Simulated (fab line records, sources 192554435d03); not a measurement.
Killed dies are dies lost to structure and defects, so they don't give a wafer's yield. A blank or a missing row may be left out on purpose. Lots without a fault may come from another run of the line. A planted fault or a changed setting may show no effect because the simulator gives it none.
Chamber matching | flow n5_finfet | N5_BEOL_M9_ETCH_65 on rie_diel-03: 4 sister chambers
The step etches SiARC in CF4, target depth 15.6 nm, time 26 s. 4 wafers are shown with their chamber, then 7 later ones without.

WAFERS WITH THEIR CHAMBER
wafer  | chamber | showerhead_plenum_p_Torr (Torr)
L088.4 | 3       | 2.26
L088.6 | 1       | 2.22
L087.1 | 0       | 2.05
L087.2 | 2       | 2.12

WAFERS WITHOUT THEIR CHAMBER
wafer  | showerhead_plenum_p_Torr (Torr)
L087.6 | 2.05
L090.3 | 2.12
L090.4 | 2.12
L090.5 | 2.26
L095.2 | 2.04
L095.3 | 2.26
L095.4 | 2.21

WHICH CHAMBER EACH WENT THROUGH
wafer  | from the rows above | in truth
L087.6 | 0                   | 0
L090.3 | 2                   | 2
L090.4 | 2                   | 2
L090.5 | 3                   | 3
L095.2 | 0                   | 0
L095.3 | 3                   | 3
L095.4 | 1                   | 1
Placed correctly: 7 of 7. Can't be placed from these rows: 0. Placed wrongly: 0.
How it was worked out, from the rows above alone: a wafer's distance from a chamber is the root of the sum, over the readings, of the square of ((its reading less the chamber's mean) divided by the reading's scatter). The wafer belongs to the nearest chamber; if the next one is less than 2 further off, it can't be placed. A chamber's mean is the mean of its shown wafers. The scatter: with one shown wafer a chamber, the root of the mean of the squares of how far each hidden wafer lies from its nearest shown one.
